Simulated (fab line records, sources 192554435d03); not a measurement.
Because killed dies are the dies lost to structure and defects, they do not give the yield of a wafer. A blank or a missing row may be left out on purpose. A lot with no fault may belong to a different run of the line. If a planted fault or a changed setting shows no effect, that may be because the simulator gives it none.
Split-lot study -- flow n5 finfet -- 39 wafers read across 7 lots, on a route 1938 steps long

## SPLIT DETAILS
At N5_BEOL_M3_ETCH_64 (etches SOC in N2/H2, target depth 75 nm, overetch 15 nm, time 112.5 s), the setting time s was moved away from the recipe's 112.5 s on 12 of the 39 wafers read, by -33.1% to +43.1%. The other wafers ran this setting at the recipe's value.

## FROM THE SPLIT TO THE READING: what the file shows between them, 5 steps
- N5_BEOL_M3_STRIP_65: strips in N2/H2
- N5_BEOL_M3_STRIP_75: strips in N2/H2
- N5_BEOL_M3_STRIP_66: strips in CF4
- N5_BEOL_M3_HM_OPEN_17: chemistry Cl2/BCl3, target TiN, target depth 20 nm, overetch 6 nm
- N5_BEOL_M3_STRIP_19: strips in O2

## THE READING
cd nm, in nm, at N5_BEOL_M3_CD_MEAS_18 (pitch 36 nm, target cd 18 nm). Typical for fault-free wafers on this fab line: 17.97 nm, with standard deviation 0.29 nm.

wafer,"tool, chamber at the split","time s as run, s",against the recipe,"cd nm, nm",against lot-mates on the recipe
L074.1,"rie diel-03, 0",112.5,recipe,17.95,-
L074.2,"rie diel-03, 1",112.5,recipe,18.38,-
L074.3,"rie diel-03, 2",112.5,recipe,17.96,-
L074.4,"rie diel-03, 3",112.5,recipe,18.12,-
L074.5,"rie diel-03, 2,3",112.5,recipe,17.79,-
L074.6,"rie diel-03, 2,3",112.5,recipe,17.82,-
L077.1,"rie diel-02, 2",112.5,recipe,18.14,-
L077.2,"rie diel-02, 3",112.5,recipe,18.13,-
L077.3,"rie diel-02, 1",112.5,recipe,18.20,-
L077.4,"rie diel-02, 0",160.2,+42.4%,19.29,+1.13
L077.5,"rie diel-02, 2",160.2,+42.4%,18.96,+0.80
L077.6,"rie diel-02, 1",160.2,+42.4%,19.22,+1.06
L078.1,"rie diel-03, 1",75.26,-33.1%,17.49,-0.47
L078.2,"rie diel-03, 0",112.5,recipe,17.92,-
L078.3,"rie diel-03, 3,2",112.5,recipe,18.13,-
L078.4,"rie diel-03, 3,2",112.5,recipe,17.83,-
L078.5,"rie diel-03, 0",75.26,-33.1%,17.37,-0.59
L078.6,"rie diel-03, 3",75.26,-33.1%,17.92,-0.04
L086.1,"rie diel-05, 1",112.5,recipe,18.12,-
L086.2,"rie diel-05, 2,2,3",112.5,recipe,17.75,-
L086.3,"rie diel-05, 3",112.5,recipe,18.51,-
L086.4,"rie diel-05, 0",112.5,recipe,17.97,-
L086.5,"rie diel-05, 2,2,3",112.5,recipe,17.68,-
L086.6,"rie diel-05, 2,2,3",112.5,recipe,18.22,-
L088.1,"rie diel-02, 0",161,+43.1%,19.07,+1.53
L088.2,"rie diel-02, 1",112.5,recipe,17.51,-
L088.3,"rie diel-02, 3",161,+43.1%,19.06,+1.52
L088.4,"rie diel-02, 2",112.5,recipe,17.45,-
L088.5,"rie diel-02, 0",112.5,recipe,17.66,-
L088.6,"rie diel-02, 3",161,+43.1%,19.27,+1.73
L089.2,"rie diel-05, 1,2",112.5,recipe,17.91,-
L089.3,"rie diel-05, 0",112.5,recipe,17.83,-
L089.4,"rie diel-05, 1,2",112.5,recipe,17.69,-
L090.1,"rie diel-03, 1",112.5,recipe,17.63,-
L090.2,"rie diel-03, 3,2,1",78.19,-30.5%,17.02,-0.59
L090.3,"rie diel-03, 3,2,1",78.19,-30.5%,16.72,-0.89
L090.4,"rie diel-03, 0",112.5,recipe,17.55,-
L090.5,"rie diel-03, 3,2,1",78.19,-30.5%,17.14,-0.47
L090.6,"rie diel-03, 0",112.5,recipe,17.64,-
Rows listing several chambers each stand for several wafers; the file does not say which wafer went through which chamber.

FIT RESULTS
A straight line over all 39 wafers: cd nm changes by +0.0253 nm for each +1% of time s; r = +0.88; the points scatter about the line by 0.29 nm.
The same after taking each lot's own level away (the mean of its wafers on the recipe; 39 wafers): +0.0249 nm for each +1%; r = +0.90; scatter 0.26 nm.
That fit puts the effect of the largest move of time s on the reading at 1.1 nm.
Across the lots, their own levels run from 17.540 to 18.157 nm, a range of 2.1 times the standard deviation given above.
The two slopes are in agreement: the lot-to-lot level therefore moves the slope only a little.
Check: for one of the wafers moved furthest among these (+43.1%), held out of the fit, the line's prediction against its lot-mates is +1.1 nm. It came out at +1.53 nm against them.

## ADDITIONAL SPLITS CARRIED BY THESE WAFERS
Before the reading, these wafers also passed through other splits. Each is held against what the fit with the lots' levels taken away leaves over:
other split on the same wafers,wafers away from the commonest value,r with cd nm (lot level and that fit taken away)
N5_ZERO_LAYER_DEVELOP_10 develop time s,15,+0.01
N5_STI_FIN_REVEAL_ETCHBACK_08 time s,15,+0.28
N5_HKMG_FIN_ALD_91 ald cycles,12,+0.12
N5_BEOL_M1_ETCH_70 time s,12,+0.33

## THE WHOLE CHAIN: every reading that the file lists as answering this split, in the file's order
step,what it does,reading,change (the file's fit),r (the file's)
N5_BEOL_M3_ETCH_64,"etches SOC in N2/H2, target depth 75 nm, overetch 15 nm, time 112.5 s","SiARC_of_BEOL_M3_COAT_62.thk nm (the simulator's own value, which no gauge read)",-0.0519 nm for each +1% of the setting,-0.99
N5_BEOL_M3_ETCH_64,"etches SOC in N2/H2, target depth 75 nm, overetch 15 nm, time 112.5 s","BEOL_M3.cd offset nm (the simulator's own value, which no gauge read)",+0.0193 nm for each +1% of the setting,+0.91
N5_BEOL_M3_HM_OPEN_17,"chemistry Cl2/BCl3, target TiN, target depth 20 nm, overetch 6 nm","etch.depth nm (the simulator's own value, which no gauge read)","not straight: 19.99 at the lowest setting, 19.97 at the recipe, 15.33 at the highest",not given
N5_BEOL_M3_HM_OPEN_17,"chemistry Cl2/BCl3, target TiN, target depth 20 nm, overetch 6 nm","BEOL_M3.cd offset nm (the simulator's own value, which no gauge read)",+0.0202 nm for each +1% of the setting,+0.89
N5_BEOL_M3_CD_MEAS_18,"pitch 36 nm, target cd 18 nm",cd nm,+0.0252 nm for each +1% of the setting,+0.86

## THE FILE'S OWN FIT
cd nm changes by +0.0252 nm for each +1% of time s, r = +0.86.
